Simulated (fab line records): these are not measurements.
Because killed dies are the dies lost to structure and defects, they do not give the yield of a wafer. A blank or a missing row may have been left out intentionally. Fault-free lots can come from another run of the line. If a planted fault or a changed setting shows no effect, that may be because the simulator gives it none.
Which tool was responsible? | flow nand harc | 42 wafers from 14 lots sampled at 6 of the route's 1302 steps

## WHAT THE GAUGES READ, wafer by wafer
NHARC_A_START_INSPECT_01.
lot  | measured     | on                | raw defect count
L562 | day 6 15:37  | defect inspect-01 | 4 4 7
L564 | day 7 10:32  | defect inspect-01 | 5 5 6
L566 | day 8 07:35  | defect inspect-01 | 2 4 2
L568 | day 9 02:34  | defect inspect-01 | 4 2 3
L567 | day 9 03:32  | defect inspect-01 | 8 2 1
L569 | day 9 20:24  | defect inspect-01 | 2 4 4
L571 | day 10 15:35 | defect inspect-02 | 3 5 5
L572 | day 11 01:38 | defect inspect-01 | 1 3 4
L573 | day 11 09:35 | defect inspect-01 | 7 4 2
L574 | day 11 15:40 | defect inspect-01 | 4 8 5
L575 | day 12 03:01 | defect inspect-02 | 1 2 2
L576 | day 12 21:16 | defect inspect-01 | 4 4 4
L585 | day 16 00:28 | defect inspect-02 | 6 6 4
L584 | day 16 01:22 | defect inspect-02 | 3 3 2

NHARC_A_SOURCE_PLATE_THK_MEAS_09: measures by ellipsometry.
lot  | measured     | on            | thk nm (nm)
L562 | day 7 00:47  | film metro-02 | 10.3 10.0 9.8
L564 | day 7 17:42  | film metro-01 | 11.5 10.8 10.4
L566 | day 8 16:46  | film metro-01 | 9.6 9.0 9.8
L568 | day 9 11:43  | film metro-02 | 9.7 9.8 9.4
L567 | day 9 11:43  | film metro-01 | 8.5 9.8 8.0
L569 | day 10 05:25 | film metro-01 | 8.7 10.4 9.9
L571 | day 11 03:37 | film metro-01 | 9.4 9.4 9.2
L572 | day 11 10:49 | film metro-02 | 7.5 11.4 10.7
L573 | day 11 18:49 | film metro-02 | 8.9 9.9 9.7
L574 | day 12 03:31 | film metro-02 | 9.2 9.1 10.0
L575 | day 12 14:11 | film metro-02 | 9.3 11.5 11.8
L576 | day 13 07:02 | film metro-01 | 8.8 7.6 7.9
L585 | day 16 16:09 | film metro-01 | 11.7 8.9 11.0
L584 | day 16 16:10 | film metro-01 | 8.1 9.3 10.2

NHARC_A_ONON_D1_THK_MEAS_30: measures by ellipsometry.
lot  | measured     | on            | thk nm (nm)
L562 | day 8 04:32  | film metro-02 | 1008 1006 1011
L564 | day 8 19:10  | film metro-01 | 1002 1002 1002
L566 | day 9 19:11  | film metro-02 | 1018 1017 1019
L568 | day 10 13:19 | film metro-01 | 1027 1027 1024
L567 | day 10 13:17 | film metro-02 | 1006 1006 1006
L569 | day 11 07:35 | film metro-02 | 989 990 992
L571 | day 12 07:28 | film metro-01 | 1022 1020 1020
L572 | day 12 14:34 | film metro-01 | 997 994 997
L573 | day 13 02:26 | film metro-01 | 998 997 995
L574 | day 13 02:26 | film metro-02 | 986 987 985
L575 | day 13 18:22 | film metro-01 | 1782 1782 1783
L576 | day 14 08:38 | film metro-02 | 1781 1781 1779
L585 | day 17 19:17 | film metro-02 | 1006 1006 1006
L584 | day 17 19:19 | film metro-02 | 1005 1007 1007

NHARC_END_SORT_01.
lot  | measured     | on        | killed at array | killed at other | killed at periphery | killed dies | killed open | killed short
L575 | day 29 22:08 | prober-01 | 660 674 673     | 8 1 3           | 9 2 1               | 677 677 677 | 4 1 3       | 2 0 1
L576 | day 30 10:13 | prober-02 | 673 672 676     | 1 1 0           | 3 4 1               | 677 677 677 | 3 5 8       | 1 3 0

## WHAT TOOL EACH LOT RAN ON (gives the tool, then ch and the chambers of the sampled wafers, and finally the start)
lot  | NHARC_A_ONON_D1_DEP_28           | NHARC_A_CHANNEL_HOLE_D1_DEP_01
L562 | pecvd onon-04 ch 0, day 8 04:08  | pecvd-03 ch 0,1,2, day 8 07:57
L564 | pecvd onon-01 ch 0, day 8 18:43  | pecvd-04 ch 0,1,2, day 8 21:44
L566 | pecvd onon-02 ch 0, day 9 18:47  | pecvd-02 ch 0,2, day 9 21:46
L568 | pecvd onon-02 ch 0, day 10 12:53 | pecvd-03 ch 0,1,2, day 10 17:17
L567 | pecvd onon-04 ch 0, day 10 12:56 | pecvd-04 ch 0,1,2, day 10 15:52
L569 | pecvd onon-02 ch 0, day 11 07:04 | pecvd-03 ch 0,1,2, day 11 13:56
L571 | pecvd onon-02 ch 0, day 12 06:58 | pecvd-02 ch 1,2, day 12 10:56
L572 | pecvd onon-02 ch 0, day 12 14:04 | pecvd-02 ch 0,1,2, day 12 17:05
L573 | pecvd onon-01 ch 0, day 13 01:59 | pecvd-04 ch 0,1,2, day 13 04:58
L574 | pecvd onon-02 ch 0, day 13 01:56 | pecvd-03 ch 0,1, day 13 04:59
L575 | pecvd onon-02 ch 0, day 13 17:58 | -
L576 | pecvd onon-02 ch 0, day 14 08:18 | -
L585 | pecvd onon-04 ch 0, day 17 18:47 | pecvd-03 ch 1,2, day 17 23:46
L584 | pecvd onon-02 ch 0, day 17 18:47 | pecvd-04 ch 1,2, day 18 00:32
- NHARC_A_ONON_D1_DEP_28: target thk 1000 nm.
- NHARC_A_CHANNEL_HOLE_D1_DEP_01: deposits SiON, target thk 140 nm.

## WHAT THE TOOLS THEMSELVES READ (means of the sampled wafers that have a number; where no wafer has one, the mark that the record gives instead)
NHARC_A_CHANNEL_HOLE_D1_DEP_01.
lot  | tool     | heater power outer w (W) | heater power w (W)
L562 | pecvd-03 | 463                      | 735
L564 | pecvd-04 | 525                      | 835
L566 | pecvd-02 | 417                      | 703
L568 | pecvd-03 | 430                      | 708
L567 | pecvd-04 | 503                      | 804
L569 | pecvd-03 | 405                      | 669
L571 | pecvd-02 | 420                      | 740
L572 | pecvd-02 | 457                      | 753
L573 | pecvd-04 | 481                      | 769
L574 | pecvd-03 | 455                      | 744
L585 | pecvd-03 | 445                      | 700
L584 | pecvd-04 | 492                      | 771

## THE ANSWER, worked out from the rows above alone
Rule: the lots themselves supply what counts as usual. Put in order of their means at a reading, lots are off if they are a third of the lots or fewer, leave a main group of 4 or more, and stand apart from it by a gap of 3 or more times the standard deviation of the main group's means; of several such gaps the widest counts. A main group whose means are all the same, to the digits that the tables above print for the reading, isn't used. Also off: a lot with no number at a reading for which 4 or more lots have one. The other lots that the step has rows for count as sound. Order of review: gauges by route order, followed by the tools' own readings, for which a lot's mean as printed above is used. At the first step where some lot is off, the reading lying furthest off is the one used; lots without a number count as furthest.
Off at NHARC_A_ONON_D1_THK_MEAS_30 (thk nm): L575, L576. Mean 1005 nm and standard deviation 12 in the main group.
A tool fits if, at a process step before that reading, it ran every lot that is off, and no sound lot after the first of them. Gauges at NHARC_A_ONON_D1_THK_MEAS_30: tried the same way as those tools. No candidate that was tried fits.

## WHAT THE SIMULATOR HAD INSERTED
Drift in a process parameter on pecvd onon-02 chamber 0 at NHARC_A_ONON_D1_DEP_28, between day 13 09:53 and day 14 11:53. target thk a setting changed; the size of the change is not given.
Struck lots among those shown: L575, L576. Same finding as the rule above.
